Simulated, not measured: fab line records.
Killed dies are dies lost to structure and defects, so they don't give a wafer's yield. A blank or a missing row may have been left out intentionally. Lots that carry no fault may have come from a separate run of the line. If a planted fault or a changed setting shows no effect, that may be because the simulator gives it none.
fab line records	flow n5-finfet
record: lots: 7	wafers: 21
route steps=1938 shown SD_EPI_P@297 HKMG_FIN@392 MOL_CONTACT_COAG@564 BEOL_M0_SAQP@634
start-h: hours from the record's first day to the start of the lot's first wafer shown	wait-h: hours since the lot's step before	" same as the row above	L1.1+2: a single row standing in for several wafers	- no value, or no start was given	* or withheld: withheld	< > ~ a bound
route shown NAME@n: a module of which the file shows steps, and the number in the route of the first	usual: mean/standard deviation taken from wafers without a fault	same: alike in all rows	chamber/n: place in a boat	sites: each site's reading	_std_site: how widely they spread, as a standard deviation	_edge_site: inner sites' mean taken away from outer sites' mean	radius-mm: for every site, how far away it sits from the centre of the wafer	mask NAME#n: copy n	behind: the last tool/chamber to shape the wafer	hold: why the lot went on hold/how many hours it stayed there/how the hold came to an end	device: transistor that didn't switch, given as n, p or np	end of line: tests of these same wafers at the route's end	for a step that has no rows: nothing shown but its recipe	killed: dies lost to structure and defects at the first sort, not the wafer's yield	map: the dies of a wafer, with x for killed, . for not killed, _ for no die there
set.NAME: the setting the step ran with; set.NAME@STEP: the setting that earlier step ran with	model.NAME: the simulator's own value behind a step, which no gauge read
one table per step and one row per wafer, for lots whose settings were changed on purpose
== steps ==
step: N5_SD_EPI_P_COAT_03
recipe: resist: CAR-ArF-block	spin-rpm: 1500	resist-thk-nm: 150
lot.wafer	tool	chamber	start-h	wait-h	set.spin-rpm	model.CAR-ArF-block_of_SD_EPI_P_COAT_03.thk-nm
L076.2+4	litho-track-05	0	-	-	1500	149.4
L076.5	"	0	"	"	1500	149.6
L085.1+2	litho-track-03	0	-	-	1500	149.6
L085.4	"	0	"	"	1500	148.8
L086.1	litho-track-05	0	-	-	1560	146.6
L086.5	"	0	"	"	1500	150
L086.6	"	0	"	"	1500	149.6
L087.1+6	litho-track-02	0	-	-	1500	150.4
L087.4	"	0	"	"	1632	144
L091.2	litho-track-03	0	-	-	1500	149.8
L091.3	"	0	"	"	1500	150.4
L091.4	"	0	"	"	1500	150.2
L095.1	litho-track-02	0	-	-	1500	150
L095.3	"	0	"	"	1647	143.2
L095.4	"	0	"	"	1647	143.6
L096.2	litho-track-03	0	-	-	1500	149.8
L096.3	"	0	"	"	1500	150.2
L096.5	"	0	"	"	1352	157.6
step: N5_SD_EPI_P_EBR_05
recipe: solvent: PGMEA	ebr-width-mm: 1.5
step: N5_SD_EPI_P_SOFTBAKE_04
recipe: temp-c: 110	time-s: 60	resist: CAR-ArF-block
step: N5_SD_EPI_P_EXPOSE_06
recipe: mask-id: SD_P_BLK	na: 1.35	source-shape: conventional	sigma-outer: 0.8	polarization: unpolarized	target-cd-nm: 240	dose-mj: 39.5
step: N5_SD_EPI_P_PEB_07
recipe: peb-temp-c: 110	peb-time-s: 60	resist: CAR-ArF-block
step: N5_SD_EPI_P_DEVELOP_08
recipe: develop-time-s: 30	developer: TMAH	resist: CAR-ArF-block	dev-temp-c: 23	rinse-liquid: diw	dry: air-spin
lot.wafer	tool	chamber	start-h	wait-h	set.spin-rpm@SD_EPI_P_COAT_03	model.CAR-ArF-block_of_SD_EPI_P_COAT_03.thk-nm
L076.2+4+5	litho-track-02	0	-	-	1500	147.8
L085.1+2	litho-track-02	0	-	-	1500	147.8
L085.4	"	0	"	"	1500	147.2
L086.1	litho-track-03	0	-	-	1560	145
L086.5	"	0	"	"	1500	148.4
L086.6	"	0	"	"	1500	148
L087.1	litho-track-03	0	-	-	1500	148.6
L087.4	"	0	"	"	1632	142.2
L087.6	"	0	"	"	1500	148.8
L091.2	litho-track-05	0	-	-	1500	148.2
L091.3	"	0	"	"	1500	148.8
L091.4	"	0	"	"	1500	148.4
L095.1	litho-track-02	0	-	-	1500	148.2
L095.3	"	0	"	"	1647	141.4
L095.4	"	0	"	"	1647	142
L096.2	litho-track-05	0	-	-	1500	148.2
L096.3	"	0	"	"	1500	148.4
L096.5	"	0	"	"	1352	155.8
step: N5_SD_EPI_P_DESCUM_14
recipe: chemistry: O2	time-s: 7.9	source-power-w: 50	bias-power-w: 20	pressure-mtorr: 20	rf-frequency-hz: 2.712e+07	temp-c: 40	resist: CAR-ArF-block	o2-flow-sccm: 225
step: N5_SD_EPI_P_ETCH_36
recipe: chemistry: CF4	target: SiARC	target-depth-a: 455	mask-material: CAR-ArF-block	time-s: 75.8	ion-energy-ev: 80	pressure-mtorr: 40	source-w: 545	bias-w: 36	Ar_flow_sccm: 100	cf4-flow-sccm: 100	ends: cleared
lot.wafer	tool	chamber	start-h	wait-h	set.spin-rpm@SD_EPI_P_COAT_03	model.CAR-ArF-block_of_SD_EPI_P_COAT_03.thk-nm
L076.2	rie-diel-03	2	67.24	0.0	1500	110.4
L076.4	"	1	"	"	1500	110.2
L076.5	"	3	"	"	1500	110.6
L085.1+2	rie-diel-05	2,3	119.88	0.0	1500	110.6
L085.4	"	2	"	"	1500	109.8
L086.1	rie-diel-03	3	124.87	0.0	1560	107.8
L086.5	"	2	"	"	1500	111
L086.6	"	3	"	"	1500	110.6
L087.1+6	rie-diel-06	0,1	132.36	0.0	1500	111.2
L087.4	"	1	"	"	1632	104.8
L091.2	rie-diel-03	2	154.14	0.0	1500	110.4
L091.3	"	1	"	"	1500	111.2
L091.4	"	3	"	"	1500	111
L095.1	rie-diel-05	1	184.11	0.0	1500	110.8
L095.3	"	2	"	"	1647	104.2
L095.4	"	3	"	"	1647	104.8
L096.2	rie-diel-03	1	184.36	0.0	1500	110.6
L096.3	"	2	"	"	1500	111
L096.5	"	2	"	"	1352	118.4
step: N5_HKMG_FIN_COAT_43
recipe: resist: CAR-ArF	spin-rpm: 1500	resist-thk-nm: 90
lot.wafer	tool	chamber	start-h	wait-h	set.spin-rpm	model.CAR-ArF_of_HKMG_FIN_COAT_43.thk-nm
L076.2	litho-track-03	0	-	-	1500	90.2
L076.4+5	"	0	"	"	1658	85.6
L085.1	litho-track-03	0	-	-	1500	89.2
L085.2+4	"	0	"	"	1500	89.4
L086.1+5	litho-track-01	0	-	-	1500	89.8
L086.6	"	0	"	"	1449	91.2
L087.1+4	litho-track-03	0	-	-	1500	89.8
L087.6	"	0	"	"	1438	91.6
L091.2	litho-track-01	0	-	-	1606	87
L091.3	"	0	"	"	1500	90
L091.4	"	0	"	"	1606	86.6
L095.1+3	litho-track-02	0	-	-	1500	90.2
L095.4	"	0	"	"	1500	90
L096.2+5	litho-track-01	0	-	-	1500	90.2
L096.3	"	0	"	"	1569	88.2
step: N5_HKMG_FIN_EXPOSE_46
recipe: mask-id: NDIPOLE	na: 1.35	source-shape: conventional	sigma-outer: 0.8	polarization: unpolarized	dose-mj: 40
lot.wafer	tool	chamber	start-h	wait-h	mask	set.dose-mj
L076.2+5	arfi-scanner-03	0	84.93	-	NDIPOLE#0	42.56
L076.4	"	0	"	"	NDIPOLE#0	40
L085.1+2+4	arfi-scanner-01	0	136.44	-	NDIPOLE#0	40
L086.1+5+6	arfi-scanner-01	0	143.09	-	NDIPOLE#0	40
L087.1+6	arfi-scanner-01	0	150.47	-	NDIPOLE#0	38.36
L087.4	"	0	"	"	NDIPOLE#0	40
L091.2+4	arfi-scanner-02	0	172.62	-	NDIPOLE#0	40
L091.3	"	0	"	"	NDIPOLE#0	40.97
L095.1+4	arfi-scanner-02	0	202.25	-	NDIPOLE#0	41.02
L095.3	"	0	"	"	NDIPOLE#0	40
L096.2+3+5	arfi-scanner-02	0	203.11	-	NDIPOLE#0	40
step: N5_HKMG_FIN_PEB_47
recipe: peb-temp-c: withheld	peb-time-s: 60	resist: CAR-ArF
step: N5_HKMG_FIN_DEVELOP_48
recipe: develop-time-s: 30	developer: TMAH	resist: CAR-ArF	rinse-liquid: diw	dry: air-spin	dev-temp-c: 23
step: N5_HKMG_FIN_CD_MEAS_49
recipe: target-cd-nm: 202	landing-energy-ev: 500	detector: se-inlens	polarity: opening
usual: cd-nm: 201.8/0.86
lot.wafer	tool	chamber	start-h	wait-h	set.dose-mj@HKMG_FIN_EXPOSE_46	cd-nm
L076.2	cd-sem-01	0	85.05	-	42.56	205.3
L076.4	"	0	"	"	40	201.3
L076.5	"	0	"	"	42.56	205.9
L085.1	cd-sem-02	0	136.57	-	40	201.5
L085.2	"	0	"	"	40	203.3
L085.4	"	0	"	"	40	201.7
L086.1	cd-sem-01	0	143.21	-	40	202.2
L086.5	"	0	"	"	40	203.3
L086.6	"	0	"	"	40	203.1
L087.1	cd-sem-03	0	150.59	-	38.36	199.3
L087.4	"	0	"	"	40	202.2
L087.6	"	0	"	"	38.36	199.1
L091.2	cd-sem-01	0	172.74	-	40	202.3
L091.3	"	0	"	"	40.97	203.6
L091.4	"	0	"	"	40	201.9
L095.1	cd-sem-02	0	202.37	-	41.02	201.6
L095.3	"	0	"	"	40	200.5
L095.4	"	0	"	"	41.02	201.9
L096.2	cd-sem-02	0	203.23	-	40	199.0
L096.3	"	0	"	"	40	201.4
L096.5	"	0	"	"	40	201.5
step: N5_HKMG_FIN_COAT_29
recipe: resist: SOC	temp-c: 250	time-s: 60	spin-rpm: 1500	resist-thk-nm: 300
lot.wafer	tool	chamber	start-h	wait-h	set.spin-rpm	model.SOC_of_HKMG_FIN_COAT_29.thk-nm
L076.2	litho-track-02	0	88.05	0.2	1500	300.6
L076.4	"	0	"	"	1358	316.6
L076.5	"	0	"	"	1358	316
L085.1	litho-track-02	0	140.40	0.2	1500	301.4
L085.2	"	0	"	"	1500	300.4
L085.4	"	0	"	"	1500	302.2
L086.1	litho-track-01	0	146.23	0.2	1357	314.8
L086.5	"	0	"	"	1500	299.6
L086.6	"	0	"	"	1357	315.4
L087.1	litho-track-02	0	153.65	0.2	1500	300.4
L087.4	"	0	"	"	1500	300.2
L087.6	"	0	"	"	1622	289
L091.2+3	litho-track-03	0	175.77	0.2	1500	299.8
L091.4	"	0	"	"	1500	299.4
L095.1	litho-track-03	0	205.68	0.2	1500	299.2
L095.3	"	0	"	"	1500	300
L095.4	"	0	"	"	1500	299.6
L096.2	litho-track-01	0	206.24	0.2	1500	300
L096.3	"	0	"	"	1500	300.2
L096.5	"	0	"	"	1563	294
step: N5_MOL_CONTACT_COAG_COAT_75
recipe: resist: SOC	temp-c: 250	time-s: 60	spin-rpm: 1500	resist-thk-nm: 60
lot.wafer	tool	chamber	start-h	wait-h	set.spin-rpm	model.SOC_of_MOL_CONTACT_COAG_COAT_75.thk-nm
L076.2	litho-track-01	0	111.95	0.0	1552	58.6
L076.4+5	"	0	"	"	1500	59.6
L085.1+2+4	litho-track-02	0	163.78	0.0	1500	60
L086.1	litho-track-02	0	169.26	0.0	1500	60.4
L086.5	"	0	"	"	1500	60
L086.6	"	0	"	"	1500	60.2
L087.1	litho-track-04	0	175.33	0.0	1500	60
L087.4+6	"	0	"	"	1590	58.4
L091.2+4	litho-track-02	0	200.25	0.0	1500	60
L091.3	"	0	"	"	1345	63.4
L095.1	litho-track-04	0	228.64	0.1	1436	61.4
L095.3+4	"	0	"	"	1500	60
L096.2	litho-track-02	0	231.69	0.0	1500	60
L096.3	"	0	"	"	1438	61.2
L096.5	"	0	"	"	1500	60.2
step: N5_MOL_CONTACT_COAG_COAT_76
recipe: resist: SiARC	temp-c: 220	time-s: 60	spin-rpm: 1500	resist-thk-nm: 10
lot.wafer	tool	chamber	start-h	wait-h	set.spin-rpm	model.SiARC_of_MOL_CONTACT_COAG_COAT_76.thk-nm
L076.2+4+5	litho-track-01	0	-	-	1500	10
L085.1+2+4	litho-track-02	0	-	-	1500	10
L086.1	litho-track-02	0	-	-	1597	9.8
L086.5+6	"	0	"	"	1500	10
L087.1+4+6	litho-track-04	0	-	-	1500	10
L091.2	litho-track-02	0	-	-	1611	9.6
L091.3+4	"	0	"	"	1500	10
L095.1	litho-track-04	0	-	-	1500	10
L095.3+4	"	0	"	"	1356	10.6
L096.2+3	litho-track-02	0	-	-	1500	10
L096.5	"	0	"	"	1384	10.4
step: N5_MOL_CONTACT_COAG_COAT_77
recipe: resist: underlayer	temp-c: 205	time-s: 60	spin-rpm: 1500	resist-thk-nm: 10
step: N5_MOL_CONTACT_COAG_COAT_78
recipe: resist: CAR-EUV	spin-rpm: 1500	resist-thk-nm: 40
step: N5_MOL_CONTACT_COAG_DESCUM_88
recipe: chemistry: O2	time-s: 7	source-power-w: 50	bias-power-w: 20	pressure-mtorr: 20	rf-frequency-hz: 2.712e+07	temp-c: 40	resist: CAR-EUV	o2-flow-sccm: 225
step: N5_MOL_CONTACT_COAG_ETCH_89
recipe: chemistry: N2/H2	target: underlayer	target-depth-a: 130	mask-material: CAR-EUV	time-s: 10.4	ion-energy-ev: 200	pressure-mtorr: 30	source-w: 840	bias-w: 150	n2-flow-sccm: 200	h2-flow-sccm: 200	ends: cleared
step: N5_MOL_CONTACT_COAG_ETCH_90
recipe: chemistry: CF4	target: SiARC	target-depth-a: 130	mask-material: CAR-EUV	time-s: 21.7	ion-energy-ev: 80	pressure-mtorr: 40	source-w: 545	bias-w: 36	Ar_flow_sccm: 100	cf4-flow-sccm: 100	ends: cleared
lot.wafer	tool	chamber	start-h	wait-h	set.spin-rpm@MOL_CONTACT_COAG_COAT_76	model.etch.depth-nm
L076.2	rie-diel-04	1	112.61	0.0	1500	9.97
L076.4	"	0	"	"	1500	9.98
L076.5	"	3	"	"	1500	9.99
L085.1	rie-diel-04	2	164.23	0.0	1500	9.997
L085.2	"	1	"	"	1500	10.02
L085.4	"	3	"	"	1500	10.01
L086.1	rie-diel-04	2	169.72	0.0	1597	9.746
L086.5	"	2	"	"	1500	10.02
L086.6	"	3	"	"	1500	10.05
L087.1	rie-diel-01	1	175.92	0.0	1500	9.973
L087.4	"	0	"	"	1500	9.947
L087.6	"	2	"	"	1500	9.979
L091.2	rie-diel-04	2	200.83	0.0	1611	9.63
L091.3	"	3	"	"	1500	9.983
L091.4	"	1	"	"	1500	9.982
L095.1	rie-diel-02	3	229.27	0.0	1500	10.02
L095.3	"	1	"	"	1356	10.55
L095.4	"	0	"	"	1356	10.56
L096.2	rie-diel-04	0	232.33	0.0	1500	9.999
L096.3	"	3	"	"	1500	10.02
L096.5	"	3	"	"	1384	10.38
step: N5_MOL_CONTACT_COAG_ALD_131
recipe: material: SiO2	target-thk-a: 50	temp-c: 100	ald-precursor-family: BDEAS	ald-co-reactant: O2-plasma	pulse-time-s: 1	co-reactant-pulse-time-s: 1	purge-time-s: 2	co-reactant-purge-time-s: 2	ald-cycles: 35	pressure-torr: 2
step: N5_MOL_CONTACT_COAG_ETCHBACK_132
recipe: chemistry: CHF3	target: SiO2	target-depth-a: 100	time-s: 6.7	ion-energy-ev: 200	pressure-mtorr: 30	source-w: 610	bias-w: 170	Ar_flow_sccm: 200	CHF3_flow_sccm: 50
step: N5_MOL_CONTACT_COAG_ETCH_91
recipe: chemistry: N2/H2	target: SOC	target-depth-a: 600	overetch-a: 210	mask-material: SiARC	temp-c: 40	time-s: 101.2	ion-energy-ev: 200	pressure-mtorr: 30	source-w: 840	bias-w: 150	n2-flow-sccm: 200	h2-flow-sccm: 200
lot.wafer	tool	chamber	start-h	wait-h	set.spin-rpm@MOL_CONTACT_COAG_COAT_75	model.etch.depth-nm
L076.2	rie-diel-01	2	112.93	0.0	1552	58.52
L076.4	"	0	"	"	1500	59.68
L076.5	"	1	"	"	1500	59.57
L085.1	rie-diel-01	1	166.24	0.0	1500	59.92
L085.2	"	2	"	"	1500	59.99
L085.4	"	3	"	"	1500	59.96
L086.1	rie-diel-02	0	170.02	0.0	1500	60.39
L086.5	"	1	"	"	1500	60.09
L086.6	"	0	"	"	1500	60.19
L087.1	rie-diel-02	3	176.21	0.0	1500	60.08
L087.4	"	2	"	"	1590	58.36
L087.6	"	2	"	"	1590	58.4
L091.2	rie-diel-04	1	201.33	0.0	1500	59.92
L091.3	"	2	"	"	1345	63.3
L091.4	"	0	"	"	1500	59.91
L095.1	rie-diel-04	3	230.55	0.0	1436	61.47
L095.3	"	0	"	"	1500	59.95
L095.4	"	2	"	"	1500	60.01
L096.2	rie-diel-01	3	232.71	0.0	1500	60.04
L096.3	"	0	"	"	1438	61.24
L096.5	"	1	"	"	1500	60.15
step: N5_MOL_CONTACT_COAG_STRIP_92
recipe: chemistry: N2/H2	temp-c: 40	n2-flow-sccm: 200	h2-flow-sccm: 200	rf-frequency-hz: 6e+07
step: N5_MOL_CONTACT_COAG_STRIP_93
recipe: chemistry: N2/H2	temp-c: 40	n2-flow-sccm: 200	h2-flow-sccm: 200	rf-frequency-hz: 6e+07
step: N5_MOL_CONTACT_COAG_ETCHBACK_135
recipe: chemistry: CHF3	target: SiO2	target-depth-a: 250	time-s: 16.7	ion-energy-ev: 200	pressure-mtorr: 30	source-w: 610	bias-w: 170	Ar_flow_sccm: 200	CHF3_flow_sccm: 50
step: N5_MOL_CONTACT_COAG_STRIP_118
recipe: chemistry: CHF3	resist: SiARC	rf-frequency-hz: 6e+07
step: N5_MOL_CONTACT_COAG_VIA_ETCH_46
recipe: chemistry: C4F6/O2	target-depth-a: 460	overetch-a: 92	mask-material: SOC	target: SiO2	bias-w: 455	pressure-mtorr: 10	time-s: 40	source-w: 325	Ar_flow_sccm: 300	C4F6_flow_sccm: 10	O2_flow_sccm: 10	ion-energy-ev: 575.3	ends: end-point
lot.wafer	tool	chamber	start-h	wait-h	set.spin-rpm@MOL_CONTACT_COAG_COAT_75	model.SOC_of_MOL_CONTACT_COAG_COAT_75.thk-nm
L076.2	rie-diel-01	2	113.05	0.0	1552	49.4
L076.4	"	0	"	"	1500	50.6
L076.5	"	1	"	"	1500	50.2
L085.1+2	rie-diel-01	1,2	166.36	0.0	1500	50.8
L085.4	"	3	"	"	1500	50.6
L086.1	rie-diel-02	0	170.14	0.0	1500	51.2
L086.5	"	1	"	"	1500	50.8
L086.6	"	0	"	"	1500	51
L087.1	rie-diel-02	3	176.33	0.0	1500	50.6
L087.4+6	"	2	"	"	1590	49.8
L091.2+4	rie-diel-04	1,0	201.46	0.0	1500	50.6
L091.3	"	2	"	"	1345	54.2
L095.1	rie-diel-04	3	230.67	0.0	1436	52.2
L095.3	"	0	"	"	1500	50.4
L095.4	"	2	"	"	1500	50.8
L096.2+5	rie-diel-01	3,1	232.83	0.0	1500	50.8
L096.3	"	0	"	"	1438	51.8
step: N5_BEOL_M0_SAQP_HM_DEP_02
recipe: material: TiN	target-thk-a: 120	temp-c: 25	chamber-pressure-pa: 0.49996
lot.wafer	tool	chamber	start-h	wait-h	set.target-thk-a	model.TiN_of_BEOL_M0_SAQP_HM_DEP_02.thk-nm
L076.2	pvd-sputter-01	-	121.11	2.1	120	11.8
L076.4+5	"	-	"	"	120	12.4
L085.1	pvd-sputter-02	-	176.09	0.6	120	12.2
L085.2+4	"	-	"	"	120	12
L086.1	pvd-sputter-03	-	179.89	1.4	129.8	12.6
L086.5	"	-	"	"	120	12
L086.6	"	-	"	"	120	11.6
L087.1+4	pvd-sputter-03	-	182.23	0.1	120	11.8
L087.6	"	-	"	"	120	12.2
L091.2	pvd-sputter-02	-	208.21	0.6	107.8	10.8
L091.3	"	-	"	"	120	12
L091.4	"	-	"	"	120	12.2
L095.1+3	pvd-sputter-03	-	237.22	0.5	134.3	13.4
L095.4	"	-	"	"	120	12
L096.2	pvd-sputter-02	-	240.20	0.5	127.8	13
L096.3	"	-	"	"	127.8	12.8
L096.5	"	-	"	"	120	12.2
step: N5_BEOL_M0_SAQP_PECVD_96
recipe: material: a-Si	target-thk-a: 450	temp-c: 350	precursor: SiH4/He	pressure-torr: 3	rf-w: 100	time-s: 45.2
lot.wafer	tool	chamber	start-h	wait-h	set.time-s	model.a-Si_of_BEOL_M0_SAQP_PECVD_96.thk-nm
L076.2	pecvd-02	1	121.26	0.0	45.2	44.6
L076.4	"	0	"	"	45.2	45.4
L076.5	"	2	"	"	49.27	49
L085.1	pecvd-03	1	176.24	0.0	45.2	46.2
L085.2	"	0	"	"	45.2	45.6
L085.4	"	1	"	"	45.2	47.2
L086.1	pecvd-01	1	180.04	0.0	41.91	42.8
L086.5	"	2	"	"	41.91	42.2
L086.6	"	0	"	"	45.2	44.2
L087.1	pecvd-01	0	182.39	0.0	50.63	49.6
L087.4	"	1	"	"	50.63	51.8
L087.6	"	0	"	"	45.2	44.6
L091.2	pecvd-03	2	208.36	0.0	45.2	44.8
L091.3	"	0	"	"	45.2	45.4
L091.4	"	2	"	"	45.2	45.2
L095.1	pecvd-03	2	237.37	0.0	45.2	45.8
L095.3	"	0	"	"	49.08	50.2
L095.4	"	2	"	"	45.2	46.6
L096.2	pecvd-01	1	240.36	0.0	41.22	42.6
L096.3	"	2	"	"	41.22	41
L096.5	"	2	"	"	41.22	41.4
step: N5_BEOL_M0_SAQP_PECVD_97
recipe: material: SiNx	target-thk-a: 230	temp-c: 350	precursor: SiH4/NH3/N2	pressure-torr: 1.5	rf-w: 300	time-s: 19.9
step: N5_BEOL_M0_SAQP_PECVD_04
recipe: material: a-Si	target-thk-a: 600	temp-c: 350	precursor: SiH4/He	pressure-torr: 3	rf-w: 100	time-s: 60.2
step: N5_BEOL_M0_SAQP_ETCH_101
recipe: chemistry: CH3F/O2	target: SiNx	mask-material: SiO2	target-depth-a: 299	time-s: 42.7	pressure-mtorr: 30	source-w: 395	bias-w: 73	Ar_flow_sccm: 150	CH3F_flow_sccm: 30	O2_flow_sccm: 20	ion-energy-ev: 120
step: N5_BEOL_M0_SAQP_ETCH_102
recipe: chemistry: CF4	target: SiO2	target-depth-a: 40	ion-energy-ev: 350	time-s: 4.4	pressure-mtorr: 10	icp-w: 800	bias-w: 400	cf4-flow-sccm: 80
step: N5_BEOL_M0_SAQP_MANDREL_ETCH_103
recipe: chemistry: HBr/Cl2	target: a-Si	target-depth-a: 450	bt-time-s: 10	stop-on: SiCN	mask-material: SiO2	over-etch-frac: 0.8	time-s: 27	pressure-mtorr: 10	icp-w: 800	bias-w: 75	HBr_flow_sccm: 150	Cl2_flow_sccm: 80	ends: end-point
usual: oes-product-au: 0.682/0.0099
lot.wafer	tool	chamber	start-h	wait-h	set.time-s@BEOL_M0_SAQP_PECVD_96	oes-product-au	model.etch.depth-nm
L076.2	rie-si-01	3	123.86	0.0	45.2	0.674	44.64
L076.4	"	1	"	"	45.2	0.679	45.37
L076.5	"	2	"	"	49.27	0.719	49.02
L085.1	rie-si-03	2	178.74	0.0	45.2	0.691	46.23
L085.2	"	3	"	"	45.2	0.692	45.61
L085.4	"	0	"	"	45.2	0.691	47.21
L086.1	rie-si-05	2	183.25	0.0	41.91	0.656	42.76
L086.5	"	0	"	"	41.91	0.652	42.25
L086.6	"	1	"	"	45.2	0.667	44.28
L087.1	rie-si-03	2	185.48	0.0	50.63	0.722	49.64
L087.4	"	1	"	"	50.63	0.725	51.8
L087.6	"	0	"	"	45.2	0.677	44.7
L091.2	rie-si-05	3	210.74	0.0	45.2	0.680	44.84
L091.3	"	0	"	"	45.2	0.687	45.38
L091.4	"	2	"	"	45.2	0.668	45.21
L095.1	rie-si-01	1	239.93	0.0	45.2	0.686	45.84
L095.3	"	3	"	"	49.08	0.721	50.14
L095.4	"	2	"	"	45.2	0.704	46.6
L096.2	rie-si-05	2	243.30	0.0	41.22	0.645	42.58
L096.3	"	3	"	"	41.22	0.646	40.91
L096.5	"	3	"	"	41.22	0.657	41.37
== key ==
split: step: N5_SD_EPI_P_COAT_03	setting: spin-rpm	stated: 1500	by: wafer
response: step: N5_SD_EPI_P_COAT_03	reading: model.CAR-ArF-block_of_SD_EPI_P_COAT_03.thk-nm	change: -0.728	per: 1%	r: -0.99
response: step: N5_SD_EPI_P_DEVELOP_08	reading: model.CAR-ArF-block_of_SD_EPI_P_COAT_03.thk-nm	change: -0.724	per: 1%	r: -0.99
response: step: N5_SD_EPI_P_ETCH_36	reading: model.CAR-ArF-block_of_SD_EPI_P_COAT_03.thk-nm	change: -0.715	per: 1%	r: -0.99
split: step: N5_HKMG_FIN_COAT_43	setting: spin-rpm	stated: 1500	by: wafer
response: step: N5_HKMG_FIN_COAT_43	reading: model.CAR-ArF_of_HKMG_FIN_COAT_43.thk-nm	change: -0.439	per: 1%	r: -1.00
split: step: N5_HKMG_FIN_EXPOSE_46	setting: dose-mj	stated: 40	by: wafer
response: step: N5_HKMG_FIN_CD_MEAS_49	reading: cd-nm	change: +0.657	per: 1%	r: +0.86
split: step: N5_HKMG_FIN_COAT_29	setting: spin-rpm	stated: 1500	by: wafer
response: step: N5_HKMG_FIN_COAT_29	reading: model.SOC_of_HKMG_FIN_COAT_29.thk-nm	change: -1.57	per: 1%	r: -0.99
split: step: N5_MOL_CONTACT_COAG_COAT_75	setting: spin-rpm	stated: 1500	by: wafer
response: step: N5_MOL_CONTACT_COAG_COAT_75	reading: model.SOC_of_MOL_CONTACT_COAG_COAT_75.thk-nm	change: -0.309	per: 1%	r: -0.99
response: step: N5_MOL_CONTACT_COAG_ETCH_91	reading: model.etch.depth-nm	change: -0.316	per: 1%	r: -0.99
response: step: N5_MOL_CONTACT_COAG_VIA_ETCH_46	reading: model.SOC_of_MOL_CONTACT_COAG_COAT_75.thk-nm	change: -0.297	per: 1%	r: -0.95
split: step: N5_MOL_CONTACT_COAG_COAT_76	setting: spin-rpm	stated: 1500	by: wafer
response: step: N5_MOL_CONTACT_COAG_COAT_76	reading: model.SiARC_of_MOL_CONTACT_COAG_COAT_76.thk-nm	change: -0.0527	per: 1%	r: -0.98
response: step: N5_MOL_CONTACT_COAG_ETCH_90	reading: model.etch.depth-nm	change: -0.0502	per: 1%	r: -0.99
split: step: N5_BEOL_M0_SAQP_HM_DEP_02	setting: target-thk-a	stated: 120	by: wafer
response: step: N5_BEOL_M0_SAQP_HM_DEP_02	reading: model.TiN_of_BEOL_M0_SAQP_HM_DEP_02.thk-nm	change: +0.116	per: 1%	r: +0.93
split: step: N5_BEOL_M0_SAQP_PECVD_96	setting: time-s	stated: 45.2	by: wafer
response: step: N5_BEOL_M0_SAQP_PECVD_96	reading: model.a-Si_of_BEOL_M0_SAQP_PECVD_96.thk-nm	change: +0.443	per: 1%	r: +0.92
response: step: N5_BEOL_M0_SAQP_MANDREL_ETCH_103	reading: oes-product-au	change: +0.00361	per: 1%	r: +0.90
response: step: N5_BEOL_M0_SAQP_MANDREL_ETCH_103	reading: model.etch.depth-nm	change: +0.441	per: 1%	r: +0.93
